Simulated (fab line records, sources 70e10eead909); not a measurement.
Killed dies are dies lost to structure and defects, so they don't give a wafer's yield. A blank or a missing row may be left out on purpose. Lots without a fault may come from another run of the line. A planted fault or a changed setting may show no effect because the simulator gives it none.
A struck lot beside a sound one | flow nand_harc | 14 steps out of a route of 1302
Sound: wafers L688.2, L688.5, L688.6. Struck: wafers L687.1, L687.4, L687.5. The cause comes at the end.
At each step with rows: each side's tool, then ch and its chambers, then its first start. Under that, the readings that differ: sound wafers | struck wafers | difference of the means | sigmas: that difference in standard deviations of wafers without a fault.
alike: readings whose means differ by less than 2 such deviations, and words and numbers that are the same on both sides. not compared: withheld readings, readings that some wafer has no value for, bounds like >300 that may hide the same value, and numbers for which the record gives no deviation and whose values overlap.
The two part at a step that has a row with sigmas, a row that says differs or no value, or rows on one side only. Numbers that don't overlap but have no deviation are shown without sigmas and don't part them. A reading that every wafer of one side lacks parts them only if that side has two wafers or more.

first, 2 steps without rows for these wafers: NHARC_A_ONON_D1_ANNEAL_15 (time 3600 s); NHARC_A_ONON_D1_DEP_16 (target thk 1000 nm).
NHARC_A_ONON_D1_THK_MEAS_18: measures by ellipsometry.
  sound on film_metro-01, day 12 20:22; struck on film_metro-01, day 12 15:57
  alike: thk_nm
then, 1 step without rows for these wafers: NHARC_A_ONON_D1_DEP_19 (target thk 1000 nm).
NHARC_A_ONON_D1_THK_MEAS_21: measures by ellipsometry.
  sound on film_metro-01, day 12 20:55; struck on film_metro-02, day 12 16:31
  alike: thk_nm
then, 1 step without rows for these wafers: NHARC_A_ONON_D1_DEP_22 (target thk 1000 nm).
NHARC_A_ONON_D1_THK_MEAS_24: measures by ellipsometry.
  sound on film_metro-02, day 12 21:29; struck on film_metro-01, day 12 17:06
  alike: thk_nm
then, 1 step without rows for these wafers: NHARC_A_ONON_D1_DEP_25 (target thk 1000 nm).
NHARC_A_ONON_D1_THK_MEAS_27: measures by ellipsometry.
  sound on film_metro-02, day 12 22:04; struck on film_metro-02, day 12 17:40
  alike: thk_nm
then, 1 step without rows for these wafers: NHARC_A_ONON_D1_DEP_28 (target thk 1000 nm).
NHARC_A_ONON_D1_THK_MEAS_30: measures by ellipsometry.
  sound on film_metro-01, day 12 22:37; struck on film_metro-02, day 12 18:14
  alike: thk_nm
NHARC_A_ONON_D1_DEP_33: deposits SiO2, target thk 200 nm.
  sound on pecvd-03 ch 0,2, day 12 22:41; struck on pecvd-02 ch 1,2, day 12 18:18
  alike: heater_power_w, throttle_valve_pct
NHARC_A_ONON_D1_THK_MEAS_34: measures by ellipsometry.
  sound on film_metro-01, day 12 23:06; struck on film_metro-01, day 12 18:53
  reading     | sound             | struck            | difference | sigmas
  thk_nm (nm) | 198.3 205.0 202.8 | 362.6 369.9 368.9 | +165.1     | +59
  not compared: hold
NHARC_END_SORT_01:
  the record has rows for the sound wafers here (prober-01 ch 0, day 29 05:44) and none for the struck ones

WHERE THEY PART
First at NHARC_A_ONON_D1_THK_MEAS_34; last, within this record, at NHARC_END_SORT_01.

WHY: what the simulator had put in
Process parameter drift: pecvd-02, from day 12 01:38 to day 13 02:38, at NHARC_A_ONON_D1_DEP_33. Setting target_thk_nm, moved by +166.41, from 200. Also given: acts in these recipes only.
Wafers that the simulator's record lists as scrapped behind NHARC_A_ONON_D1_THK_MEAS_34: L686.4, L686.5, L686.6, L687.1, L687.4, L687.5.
